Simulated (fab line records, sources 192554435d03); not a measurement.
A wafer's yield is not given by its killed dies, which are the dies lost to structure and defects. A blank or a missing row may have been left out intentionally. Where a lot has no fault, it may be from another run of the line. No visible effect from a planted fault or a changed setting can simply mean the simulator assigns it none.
Matching of chambers :: flow n5 finfet :: N5_ILD0_LINER_00 on ald sin-01 has 4 sister chambers
The step material SiNx, target thk 4 nm, pulse time 1 s, purge time 2 s. 4 wafers are shown with their chamber, then 8 later ones without.

== WAFERS, EACH WITH ITS CHAMBER ==
wafer: L080.4
chamber: 1
heater power w (W): 879

wafer: L083.5
chamber: 3
heater power w (W): 1014

wafer: L083.6
chamber: 0
heater power w (W): 807

wafer: L086.2
chamber: 2
heater power w (W): 810

== WAFERS MISSING THEIR CHAMBER ==
wafer: L086.3
heater power w (W): 993

wafer: L086.6
heater power w (W): 820

wafer: L095.4
heater power w (W): 818

wafer: L095.5
heater power w (W): 819

wafer: L095.6
heater power w (W): 863

wafer: L097.2
heater power w (W): 852

wafer: L097.3
heater power w (W): 826

wafer: L097.6
heater power w (W): 818

== WHICH CHAMBER EACH ONE RAN IN ==
wafer: L086.3
from the rows above: 3
in truth: 3

wafer: L086.6
from the rows above: can't be placed: 2 or 0
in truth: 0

wafer: L095.4
from the rows above: can't be placed: 2 or 0
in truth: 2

wafer: L095.5
from the rows above: can't be placed: 2 or 0
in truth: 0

wafer: L095.6
from the rows above: 1
in truth: 1

wafer: L097.2
from the rows above: can't be placed: 1 or 2 or 0
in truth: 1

wafer: L097.3
from the rows above: can't be placed: 2 or 0
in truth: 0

wafer: L097.6
from the rows above: can't be placed: 2 or 0
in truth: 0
Correctly placed: 2 of 8. Cannot be placed on the basis of these rows: 6; the candidates contain the true chamber in 6. Wrongly placed: 0.
How it was worked out, from the rows above alone: a wafer's distance from a chamber is the root of the sum, over the readings, of the square of ((its reading less the chamber's mean) divided by the reading's scatter). If the next closest chamber is less than 2 further off than the closest, the wafer can't be placed; otherwise it belongs to the closest. The mean given for a chamber averages the wafers shown for that chamber. The scatter: root of mean squared gap, hidden wafer to nearest shown wafer, with one shown wafer a chamber.
